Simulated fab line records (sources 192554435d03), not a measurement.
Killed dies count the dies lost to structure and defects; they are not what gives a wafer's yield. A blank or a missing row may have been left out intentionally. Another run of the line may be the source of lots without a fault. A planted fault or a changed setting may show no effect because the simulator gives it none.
fab line records / flow n5_finfet / part 2 of 2: steps 23 to 36 of 36
record: lots: 5 wafers: 15 last_day: 17
route steps=1938 shown MIM_BOT_ETCH@1872 PASS1_CAP@1873 TV_LITHO@1875 TV_OPEN@1887 PAD_METAL@1893 PASSIVATION@1897
lots untouched by any fault: they come from a run of this same line in which no faults occurred
start_h: hours from the record's first day to the start of the lot's first wafer shown / wait_h: hours since the lot's step before / " repeats the value in the row above / L1.1+2: a row that stands for several wafers / - no value present, or no start provided / * or withheld: withheld / < > ~ a bound
route shown NAME@n: NAME is a module with steps in the file, n the number in the route of the first one / usual: mean/standard deviation taken from wafers without a fault / same: alike in all rows / chamber/n: place in a boat / sites: readings site by site / _std_site: how widely they spread, as a standard deviation / _edge_site: inner sites' mean taken away from outer sites' mean / radius_mm: how far each site lies from the wafer's centre / mask NAME#n: copy n / behind: tool/chamber where the wafer was last shaped / hold: the reason the lot was held/the length of the hold in hours/how it ended / device: transistor that didn't switch, given as n, p or np / end of line: the same wafers' tests at the end of the route / a step with no rows: only its recipe / killed: the dies lost at the first sort to structure and to defects; this is not the yield of the wafer / map: shows each die of a wafer: x if killed, . if not, _ if none is there
set.NAME: the setting as run; set.NAME@STEP: as run at that earlier step / model.NAME: the simulator's own value behind a step, which no gauge read
certain route steps with their lots: each step a table, each wafer a row
services: a tool's chamber out of use, with start hour (start_h, from the record's first day; less than 0 if before it), hours out, and reason
== steps ==
step: N5_PASSIVATION_PRE_CLEAN_19
recipe: gas: H2/He time_s: * temp_c: *
usual: heater_power_w: 447/38
lot.wafer=L081.1 tool=pvd_sputter-03 chamber=- start_h=316.70 wait_h=0.0 heater_power_w=391
lot.wafer=L081.5 tool=pvd_sputter-03 chamber=- start_h=316.70 wait_h=0.0 heater_power_w=382
lot.wafer=L081.6 tool=pvd_sputter-03 chamber=- start_h=316.70 wait_h=0.0 heater_power_w=422
lot.wafer=L089.3 tool=pvd_sputter-03 chamber=- start_h=363.80 wait_h=0.0 heater_power_w=423
lot.wafer=L089.4 tool=pvd_sputter-03 chamber=- start_h=363.80 wait_h=0.0 heater_power_w=392
lot.wafer=L089.5 tool=pvd_sputter-03 chamber=- start_h=363.80 wait_h=0.0 heater_power_w=424
lot.wafer=L091.2 tool=pvd_sputter-02 chamber=- start_h=379.61 wait_h=0.0 heater_power_w=384
lot.wafer=L091.3 tool=pvd_sputter-02 chamber=- start_h=379.61 wait_h=0.0 heater_power_w=468
lot.wafer=L091.6 tool=pvd_sputter-02 chamber=- start_h=379.61 wait_h=0.0 heater_power_w=437
lot.wafer=L095.1 tool=pvd_sputter-02 chamber=- start_h=396.39 wait_h=0.0 heater_power_w=382
lot.wafer=L095.2 tool=pvd_sputter-02 chamber=- start_h=396.39 wait_h=0.0 heater_power_w=455
lot.wafer=L095.4 tool=pvd_sputter-02 chamber=- start_h=396.39 wait_h=0.0 heater_power_w=447
lot.wafer=L094.1 tool=pvd_sputter-01 chamber=- start_h=401.45 wait_h=0.0 heater_power_w=473
lot.wafer=L094.5 tool=pvd_sputter-01 chamber=- start_h=401.45 wait_h=0.0 heater_power_w=477
lot.wafer=L094.6 tool=pvd_sputter-01 chamber=- start_h=401.45 wait_h=0.0 heater_power_w=494
step: N5_PASSIVATION_SPUTTER_20
recipe: material: TaN target_thk_a: 500 temp_c: 25 chamber_pressure_pa: 0.4
usual: throttle_valve_pct: 29.9/1
lot.wafer=L081.1 tool=pvd_sputter-03 chamber=- start_h=316.74 wait_h=0.0 throttle_valve_pct=29.4
lot.wafer=L081.5 tool=pvd_sputter-03 chamber=- start_h=316.74 wait_h=0.0 throttle_valve_pct=29.3
lot.wafer=L081.6 tool=pvd_sputter-03 chamber=- start_h=316.74 wait_h=0.0 throttle_valve_pct=30.7
lot.wafer=L089.3 tool=pvd_sputter-03 chamber=- start_h=363.84 wait_h=0.0 throttle_valve_pct=29.1
lot.wafer=L089.4 tool=pvd_sputter-03 chamber=- start_h=363.84 wait_h=0.0 throttle_valve_pct=29.1
lot.wafer=L089.5 tool=pvd_sputter-03 chamber=- start_h=363.84 wait_h=0.0 throttle_valve_pct=30.1
lot.wafer=L091.2 tool=pvd_sputter-02 chamber=- start_h=379.65 wait_h=0.0 throttle_valve_pct=28.1
lot.wafer=L091.3 tool=pvd_sputter-02 chamber=- start_h=379.65 wait_h=0.0 throttle_valve_pct=29.1
lot.wafer=L091.6 tool=pvd_sputter-02 chamber=- start_h=379.65 wait_h=0.0 throttle_valve_pct=29.1
lot.wafer=L095.1 tool=pvd_sputter-02 chamber=- start_h=396.43 wait_h=0.0 throttle_valve_pct=28.1
lot.wafer=L095.2 tool=pvd_sputter-02 chamber=- start_h=396.43 wait_h=0.0 throttle_valve_pct=29.2
lot.wafer=L095.4 tool=pvd_sputter-02 chamber=- start_h=396.43 wait_h=0.0 throttle_valve_pct=29.6
lot.wafer=L094.1 tool=pvd_sputter-01 chamber=- start_h=401.49 wait_h=0.0 throttle_valve_pct=30.1
lot.wafer=L094.5 tool=pvd_sputter-01 chamber=- start_h=401.49 wait_h=0.0 throttle_valve_pct=29.1
lot.wafer=L094.6 tool=pvd_sputter-01 chamber=- start_h=401.49 wait_h=0.0 throttle_valve_pct=30.6
step: N5_PASSIVATION_AL_DEP_21
recipe: material: Al target_thk_a: 28000 temp_c: 400 time_s: 170 power_w: 30000 chamber_pressure_pa: 0.4 gas: Ar
usual: throttle_valve_pct: 29.9/1
lot.wafer=L081.1 tool=pvd_sputter-03 chamber=- start_h=316.84 wait_h=0.1 throttle_valve_pct=29.0
lot.wafer=L081.5 tool=pvd_sputter-03 chamber=- start_h=316.84 wait_h=0.1 throttle_valve_pct=29.3
lot.wafer=L081.6 tool=pvd_sputter-03 chamber=- start_h=316.84 wait_h=0.1 throttle_valve_pct=30.5
lot.wafer=L089.3 tool=pvd_sputter-03 chamber=- start_h=363.95 wait_h=0.1 throttle_valve_pct=28.9
lot.wafer=L089.4 tool=pvd_sputter-03 chamber=- start_h=363.95 wait_h=0.1 throttle_valve_pct=29.5
lot.wafer=L089.5 tool=pvd_sputter-03 chamber=- start_h=363.95 wait_h=0.1 throttle_valve_pct=30.2
lot.wafer=L091.2 tool=pvd_sputter-02 chamber=- start_h=379.75 wait_h=0.1 throttle_valve_pct=28.4
lot.wafer=L091.3 tool=pvd_sputter-02 chamber=- start_h=379.75 wait_h=0.1 throttle_valve_pct=29.1
lot.wafer=L091.6 tool=pvd_sputter-02 chamber=- start_h=379.75 wait_h=0.1 throttle_valve_pct=29.5
lot.wafer=L095.1 tool=pvd_sputter-02 chamber=- start_h=396.53 wait_h=0.1 throttle_valve_pct=28.3
lot.wafer=L095.2 tool=pvd_sputter-02 chamber=- start_h=396.53 wait_h=0.1 throttle_valve_pct=28.5
lot.wafer=L095.4 tool=pvd_sputter-02 chamber=- start_h=396.53 wait_h=0.1 throttle_valve_pct=29.5
lot.wafer=L094.1 tool=pvd_sputter-01 chamber=- start_h=401.59 wait_h=0.1 throttle_valve_pct=29.8
lot.wafer=L094.5 tool=pvd_sputter-01 chamber=- start_h=401.59 wait_h=0.1 throttle_valve_pct=29.0
lot.wafer=L094.6 tool=pvd_sputter-01 chamber=- start_h=401.59 wait_h=0.1 throttle_valve_pct=30.9
step: N5_PASSIVATION_HMDS_23
recipe: time_s: 60 temp_c: 120
lot.wafer=L081.1+5+6 tool=litho_track-05 chamber=0 start_h=317.03 wait_h=0.1
lot.wafer=L089.3+4+5 tool=litho_track-01 chamber=0 start_h=364.15 wait_h=0.1
lot.wafer=L091.2+3+6 tool=litho_track-01 chamber=0 start_h=379.93 wait_h=0.1
lot.wafer=L095.1+2+4 tool=litho_track-05 chamber=0 start_h=396.72 wait_h=0.1
lot.wafer=L094.1+5+6 tool=litho_track-05 chamber=0 start_h=401.78 wait_h=0.1
step: N5_PASSIVATION_COAT_24
recipe: spin_rpm: 3000 resist_thk_nm: withheld
usual: dispense_pressure_kPa: 48.8/2.7 spin_speed_rpm: 3000.4/2
lot.wafer=L081.1 tool=litho_track-05 chamber=0 start_h=- wait_h=- dispense_pressure_kPa=51.5 spin_speed_rpm=3002.1
lot.wafer=L081.5 tool=litho_track-05 chamber=0 start_h=- wait_h=- dispense_pressure_kPa=51.5 spin_speed_rpm=3002.7
lot.wafer=L081.6 tool=litho_track-05 chamber=0 start_h=- wait_h=- dispense_pressure_kPa=51.5 spin_speed_rpm=3001.9
lot.wafer=L089.3 tool=litho_track-01 chamber=0 start_h=- wait_h=- dispense_pressure_kPa=45.3 spin_speed_rpm=3001.3
lot.wafer=L089.4 tool=litho_track-01 chamber=0 start_h=- wait_h=- dispense_pressure_kPa=45.3 spin_speed_rpm=3000.1
lot.wafer=L089.5 tool=litho_track-01 chamber=0 start_h=- wait_h=- dispense_pressure_kPa=45.2 spin_speed_rpm=2998.3
lot.wafer=L091.2 tool=litho_track-01 chamber=0 start_h=- wait_h=- dispense_pressure_kPa=45.3 spin_speed_rpm=2999.1
lot.wafer=L091.3 tool=litho_track-01 chamber=0 start_h=- wait_h=- dispense_pressure_kPa=45.3 spin_speed_rpm=2999.9
lot.wafer=L091.6 tool=litho_track-01 chamber=0 start_h=- wait_h=- dispense_pressure_kPa=45.3 spin_speed_rpm=3003.2
lot.wafer=L095.1 tool=litho_track-05 chamber=0 start_h=- wait_h=- dispense_pressure_kPa=51.5 spin_speed_rpm=3000.2
lot.wafer=L095.2 tool=litho_track-05 chamber=0 start_h=- wait_h=- dispense_pressure_kPa=51.5 spin_speed_rpm=2999.1
lot.wafer=L095.4 tool=litho_track-05 chamber=0 start_h=- wait_h=- dispense_pressure_kPa=51.5 spin_speed_rpm=2999.1
lot.wafer=L094.1 tool=litho_track-05 chamber=0 start_h=- wait_h=- dispense_pressure_kPa=51.5 spin_speed_rpm=2999.4
lot.wafer=L094.5 tool=litho_track-05 chamber=0 start_h=- wait_h=- dispense_pressure_kPa=51.5 spin_speed_rpm=3000.8
lot.wafer=L094.6 tool=litho_track-05 chamber=0 start_h=- wait_h=- dispense_pressure_kPa=51.5 spin_speed_rpm=3002.2
step: N5_PASSIVATION_EBR_26
recipe: solvent: PGMEA ebr_width_mm: 1.5
same: ebr_width_mm: 1.5
lot.wafer=L081.1+5+6 tool=litho_track-05 chamber=0 start_h=- wait_h=-
lot.wafer=L089.3+4+5 tool=litho_track-01 chamber=0 start_h=- wait_h=-
lot.wafer=L091.2+3+6 tool=litho_track-01 chamber=0 start_h=- wait_h=-
lot.wafer=L095.1+2+4 tool=litho_track-05 chamber=0 start_h=- wait_h=-
lot.wafer=L094.1+5+6 tool=litho_track-05 chamber=0 start_h=- wait_h=-
step: N5_PASSIVATION_SOFTBAKE_25
recipe: temp_c: 100 time_s: 90
lot.wafer=L081.1+5+6 tool=litho_track-05 chamber=0 start_h=- wait_h=-
lot.wafer=L089.3+4+5 tool=litho_track-01 chamber=0 start_h=- wait_h=-
lot.wafer=L091.2+3+6 tool=litho_track-01 chamber=0 start_h=- wait_h=-
lot.wafer=L095.1+2+4 tool=litho_track-05 chamber=0 start_h=- wait_h=-
lot.wafer=L094.1+5+6 tool=litho_track-05 chamber=0 start_h=- wait_h=-
step: N5_PASSIVATION_EXPOSE_27
recipe: mask_id: PAD na: 0.55 source_shape: conventional sigma_outer: 0.8 polarization: unpolarized defocus_nm: 0 dose_mj: 32.3
lot.wafer=L081.1+5+6 tool=krf_scanner-01 chamber=0 start_h=317.26 wait_h=- mask=PAD#0
lot.wafer=L089.3+4+5 tool=krf_scanner-02 chamber=0 start_h=364.40 wait_h=- mask=PAD#0
lot.wafer=L091.2+3+6 tool=krf_scanner-01 chamber=0 start_h=380.05 wait_h=- mask=PAD#0
lot.wafer=L095.1+2+4 tool=krf_scanner-01 chamber=0 start_h=396.82 wait_h=- mask=PAD#0
lot.wafer=L094.1+5+6 tool=krf_scanner-02 chamber=0 start_h=402.01 wait_h=- mask=PAD#0
step: N5_PASSIVATION_PEB_28
recipe: peb_temp_c: withheld peb_time_s: *
lot.wafer=L081.1+5+6 tool=litho_track-05 chamber=0 start_h=317.32 wait_h=0.1
lot.wafer=L089.3+4+5 tool=litho_track-03 chamber=0 start_h=364.44 wait_h=0.0
lot.wafer=L091.2+3+6 tool=litho_track-01 chamber=0 start_h=380.10 wait_h=0.0
lot.wafer=L095.1+2+4 tool=litho_track-01 chamber=0 start_h=396.88 wait_h=0.1
lot.wafer=L094.1+5+6 tool=litho_track-05 chamber=0 start_h=402.07 wait_h=0.1
step: N5_PASSIVATION_DEVELOP_29
recipe: develop_time_s: 60 rinse_liquid: diw dry: air_spin dev_temp_c: 21
lot.wafer=L081.1+5+6 tool=litho_track-05 chamber=0 start_h=- wait_h=-
lot.wafer=L089.3+4+5 tool=litho_track-03 chamber=0 start_h=- wait_h=-
lot.wafer=L091.2+3+6 tool=litho_track-01 chamber=0 start_h=- wait_h=-
lot.wafer=L095.1+2+4 tool=litho_track-01 chamber=0 start_h=- wait_h=-
lot.wafer=L094.1+5+6 tool=litho_track-05 chamber=0 start_h=- wait_h=-
step: N5_PASSIVATION_HARDBAKE_31
recipe: temp_c: 130 time_s: 120
lot.wafer=L081.1+5+6 tool=litho_track-05 chamber=0 start_h=- wait_h=-
lot.wafer=L089.3+4+5 tool=litho_track-03 chamber=0 start_h=- wait_h=-
lot.wafer=L091.2+3+6 tool=litho_track-01 chamber=0 start_h=- wait_h=-
lot.wafer=L095.1+2+4 tool=litho_track-01 chamber=0 start_h=- wait_h=-
lot.wafer=L094.1+5+6 tool=litho_track-05 chamber=0 start_h=- wait_h=-
step: N5_PASSIVATION_CD_MEAS_30
recipe: target_cd_nm: 4000 landing_energy_ev: 500 detector: se_inlens polarity: opening
usual: cd_nm: 3999.7/1.9
lot.wafer=L081.1 tool=cd_sem-02 chamber=0 start_h=317.44 wait_h=- cd_nm=4002.1
lot.wafer=L081.5 tool=cd_sem-02 chamber=0 start_h=317.44 wait_h=- cd_nm=4001.7
lot.wafer=L081.6 tool=cd_sem-02 chamber=0 start_h=317.44 wait_h=- cd_nm=4001.0
lot.wafer=L089.3 tool=cd_sem-02 chamber=0 start_h=364.56 wait_h=- cd_nm=3997.4
lot.wafer=L089.4 tool=cd_sem-02 chamber=0 start_h=364.56 wait_h=- cd_nm=4000.8
lot.wafer=L089.5 tool=cd_sem-02 chamber=0 start_h=364.56 wait_h=- cd_nm=3998.5
lot.wafer=L091.2 tool=cd_sem-03 chamber=0 start_h=380.22 wait_h=- cd_nm=4001.1
lot.wafer=L091.3 tool=cd_sem-03 chamber=0 start_h=380.22 wait_h=- cd_nm=3998.8
lot.wafer=L091.6 tool=cd_sem-03 chamber=0 start_h=380.22 wait_h=- cd_nm=3997.1
lot.wafer=L095.1 tool=cd_sem-03 chamber=0 start_h=397.00 wait_h=- cd_nm=3998.7
lot.wafer=L095.2 tool=cd_sem-03 chamber=0 start_h=397.00 wait_h=- cd_nm=3997.6
lot.wafer=L095.4 tool=cd_sem-03 chamber=0 start_h=397.00 wait_h=- cd_nm=4000.3
lot.wafer=L094.1 tool=cd_sem-02 chamber=0 start_h=402.19 wait_h=- cd_nm=4002.8
lot.wafer=L094.5 tool=cd_sem-02 chamber=0 start_h=402.19 wait_h=- cd_nm=4001.3
lot.wafer=L094.6 tool=cd_sem-02 chamber=0 start_h=402.19 wait_h=- cd_nm=4001.3
step: N5_PASSIVATION_OVL_MEAS_63
recipe: points_per_wafer: 44
usual: PAD_OVL: -5/5.5
lot.wafer=L081.1 tool=overlay-02 chamber=0 start_h=317.47 wait_h=0.0 PAD_OVL[nm]=-5
lot.wafer=L081.5 tool=overlay-02 chamber=0 start_h=317.47 wait_h=0.0 PAD_OVL[nm]=-16
lot.wafer=L081.6 tool=overlay-02 chamber=0 start_h=317.47 wait_h=0.0 PAD_OVL[nm]=-4
lot.wafer=L089.3 tool=overlay-01 chamber=0 start_h=364.59 wait_h=0.0 PAD_OVL[nm]=-7
lot.wafer=L089.4 tool=overlay-01 chamber=0 start_h=364.59 wait_h=0.0 PAD_OVL[nm]=-5
lot.wafer=L089.5 tool=overlay-01 chamber=0 start_h=364.59 wait_h=0.0 PAD_OVL[nm]=-7
lot.wafer=L091.2 tool=overlay-02 chamber=0 start_h=380.25 wait_h=0.0 PAD_OVL[nm]=-9
lot.wafer=L091.3 tool=overlay-02 chamber=0 start_h=380.25 wait_h=0.0 PAD_OVL[nm]=-11
lot.wafer=L091.6 tool=overlay-02 chamber=0 start_h=380.25 wait_h=0.0 PAD_OVL[nm]=-8
lot.wafer=L095.1 tool=overlay-01 chamber=0 start_h=397.03 wait_h=0.0 PAD_OVL[nm]=-4
lot.wafer=L095.2 tool=overlay-01 chamber=0 start_h=397.03 wait_h=0.0 PAD_OVL[nm]=-9
lot.wafer=L095.4 tool=overlay-01 chamber=0 start_h=397.03 wait_h=0.0 PAD_OVL[nm]=-7
lot.wafer=L094.1 tool=overlay-01 chamber=0 start_h=402.22 wait_h=0.0 PAD_OVL[nm]=2
lot.wafer=L094.5 tool=overlay-01 chamber=0 start_h=402.22 wait_h=0.0 PAD_OVL[nm]=-9
lot.wafer=L094.6 tool=overlay-01 chamber=0 start_h=402.22 wait_h=0.0 PAD_OVL[nm]=3
step: N5_PASSIVATION_INSPECT_64
recipe: mode: adi inspect_instrument: macro
usual: raw_defect_count: 1.8/1.5
lot.wafer=L081.1 tool=defect_inspect-02 chamber=- start_h=317.49 wait_h=0.0 raw_defect_count=0
lot.wafer=L081.5 tool=defect_inspect-02 chamber=- start_h=317.49 wait_h=0.0 raw_defect_count=2
lot.wafer=L081.6 tool=defect_inspect-02 chamber=- start_h=317.49 wait_h=0.0 raw_defect_count=4
lot.wafer=L089.3 tool=defect_inspect-02 chamber=- start_h=364.62 wait_h=0.0 raw_defect_count=3
lot.wafer=L089.4 tool=defect_inspect-02 chamber=- start_h=364.62 wait_h=0.0 raw_defect_count=3
lot.wafer=L089.5 tool=defect_inspect-02 chamber=- start_h=364.62 wait_h=0.0 raw_defect_count=2
lot.wafer=L091.2 tool=defect_inspect-02 chamber=- start_h=380.27 wait_h=0.0 raw_defect_count=1
lot.wafer=L091.3 tool=defect_inspect-02 chamber=- start_h=380.27 wait_h=0.0 raw_defect_count=0
lot.wafer=L091.6 tool=defect_inspect-02 chamber=- start_h=380.27 wait_h=0.0 raw_defect_count=0
lot.wafer=L095.1 tool=defect_inspect-01 chamber=- start_h=397.05 wait_h=0.0 raw_defect_count=2
lot.wafer=L095.2 tool=defect_inspect-01 chamber=- start_h=397.05 wait_h=0.0 raw_defect_count=2
lot.wafer=L095.4 tool=defect_inspect-01 chamber=- start_h=397.05 wait_h=0.0 raw_defect_count=1
lot.wafer=L094.1 tool=defect_inspect-01 chamber=- start_h=402.24 wait_h=0.0 raw_defect_count=4
lot.wafer=L094.5 tool=defect_inspect-01 chamber=- start_h=402.24 wait_h=0.0 raw_defect_count=0
lot.wafer=L094.6 tool=defect_inspect-01 chamber=- start_h=402.24 wait_h=0.0 raw_defect_count=0
== services ==
tool=krf_scanner-01 chamber=- start_h=304.61 hours=4.0 kind=pm
tool=rie_diel-04 chamber=2 start_h=310.40 hours=11.5 kind=repair
tool=krf_scanner-02 chamber=0 start_h=313.12 hours=- kind=calibration
tool=wet_bench-03 chamber=- start_h=321.35 hours=2.3 kind=repair
tool=krf_scanner-01 chamber=- start_h=321.71 hours=0.6 kind=repair
tool=krf_scanner-02 chamber=- start_h=334.23 hours=3.6 kind=pm
tool=pecvd-03 chamber=0 start_h=344.56 hours=12.3 kind=repair
tool=pecvd-04 chamber=- start_h=348.20 hours=2.8 kind=pm
tool=rie_diel-05 chamber=0 start_h=359.28 hours=1.5 kind=repair
tool=pvd_sputter-02 chamber=- start_h=366.38 hours=0.7 kind=repair
tool=krf_scanner-01 chamber=- start_h=367.62 hours=0.8 kind=pm
tool=krf_scanner-02 chamber=- start_h=370.47 hours=0.9 kind=repair
tool=rie_diel-05 chamber=3 start_h=373.86 hours=6.3 kind=repair
tool=litho_track-04 chamber=- start_h=373.95 hours=- kind=consumable_replace:filter
tool=krf_scanner-02 chamber=- start_h=374.38 hours=1.3 kind=pm
tool=rie_diel-04 chamber=2 start_h=377.70 hours=15.9 kind=repair
tool=pecvd-03 chamber=1 start_h=383.62 hours=- kind=clean
tool=pecvd-03 chamber=1 start_h=383.62 hours=- kind=consumable_replace:showerhead
tool=pecvd-03 chamber=1 start_h=383.62 hours=29.0 kind=scheduled_down
tool=pecvd-03 chamber=1 start_h=383.62 hours=29.0 kind=vent_cycle
tool=rie_diel-03 chamber=3 start_h=383.78 hours=2.1 kind=repair
tool=krf_scanner-01 chamber=0 start_h=390.85 hours=- kind=calibration
tool=krf_scanner-01 chamber=- start_h=398.35 hours=1.0 kind=pm
